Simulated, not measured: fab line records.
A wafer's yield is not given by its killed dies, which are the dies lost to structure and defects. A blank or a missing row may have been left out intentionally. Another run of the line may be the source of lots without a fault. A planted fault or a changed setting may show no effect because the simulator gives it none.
Struck lot and sound lot, side by side    flow nand-harc    14 steps out of a route of 1302
Sound: the wafers L569.3, L569.4, L569.6. Wafers L553.1, L553.4, L553.6 were the ones struck. The cause is named last.
At each step with rows: each side's tool, then ch and its chambers, then its first start. Under that, the readings that differ: sound wafers    struck wafers    difference of the means    sigmas: that difference in standard deviations of wafers without a fault.
alike: readings with means less than 2 such deviations apart, plus words and numbers identical on both sides. not compared: withheld readings, readings lacking a value on some wafer, bounds such as >300 that could conceal the same value, and numbers that have no deviation in the record and whose values overlap.
The two part at a step that has a row with sigmas, a row that says differs or no value, or rows on one side only. Non-overlapping numbers with no deviation appear without sigmas and do not part them. Lack of a reading on every wafer of one side parts them only where that side has two or more wafers.

NHARC_A_M0_PRE_CLEAN_29: time 30 s.
  sound on pvd-sputter-02; struck on pvd-sputter-01
  alike: heater-power-w
NHARC_A_M0_PVD_20: deposits TaN, target thk 5 nm, time 8.06 s.
  sound on pvd-sputter-02; struck on pvd-sputter-01
  alike: throttle-valve-pct
then, 2 steps without rows for these wafers: NHARC_A_M0_PVD_21 (deposits Cu, target thk 30 nm, time 20.49 s); NHARC_A_M0_ECD_22 (material Cu, target thk 400 nm).
NHARC_A_M0_ANNEAL_30: time 90 s.
  sound on rtp-anneal-01 ch 0, day 32 15:21; struck on rtp-anneal-01 ch 0, day 25 21:52
  alike: wafer_temp_C_max
then, 1 step without rows for these wafers: NHARC_A_M0_CMP_23 (polishes, t overpolish 20 s, target thk 113.75 nm).
NHARC_A_M0_THK_MEAS_24: measures by xrf.
  sound on film-metro-02 at day 32 15:54; struck on film-metro-01 at day 25 22:31
  alike: thk-nm
after that, 1 step had no rows for these wafers: NHARC_A_M0_SRD_25.
NHARC_A_M0_INSPECT_27:
  sound on defect-inspect-01 at day 32 16:04; struck on defect-inspect-02 at day 25 22:41
  alike: raw-defect-count
NHARC_A_M0_PRE_CLEAN_31: time 12 s.
  sound on pecvd-01 ch 0,1,2, day 32 16:08; struck on pecvd-03 ch 0,1, day 25 22:46
  alike: heater-power-w
NHARC_A_M0_DEP_32: deposits SiCN, target thk 30 nm.
  sound on pecvd-01 ch 0,1,2, day 32 16:15; struck on pecvd-03 ch 0,1, day 25 22:55
  alike: chamber-pressure-Torr, heater-power-outer-w, heater-power-w
NHARC_A_M1_DEP_00: deposits SiOC, target thk 182.5 nm.
  sound on pecvd-03 ch 1,2, day 32 16:39; struck on pecvd-01 ch 0,2, day 25 23:17
  no value came back on the struck wafers for chamber-pressure-Torr (Torr), rf-fwd-power-W (W); on the sound wafers chamber-pressure-Torr (Torr) reads 5.004 5.014 4.993
then, 2 steps without rows for these wafers: NHARC_A_M1_DEHYDRATE_01 (time 120 s); NHARC_END_SORT_01.

## WHERE THEY PART
Only at NHARC_A_M1_DEP_00, as far as this record shows.

WHY: what the simulator had put in
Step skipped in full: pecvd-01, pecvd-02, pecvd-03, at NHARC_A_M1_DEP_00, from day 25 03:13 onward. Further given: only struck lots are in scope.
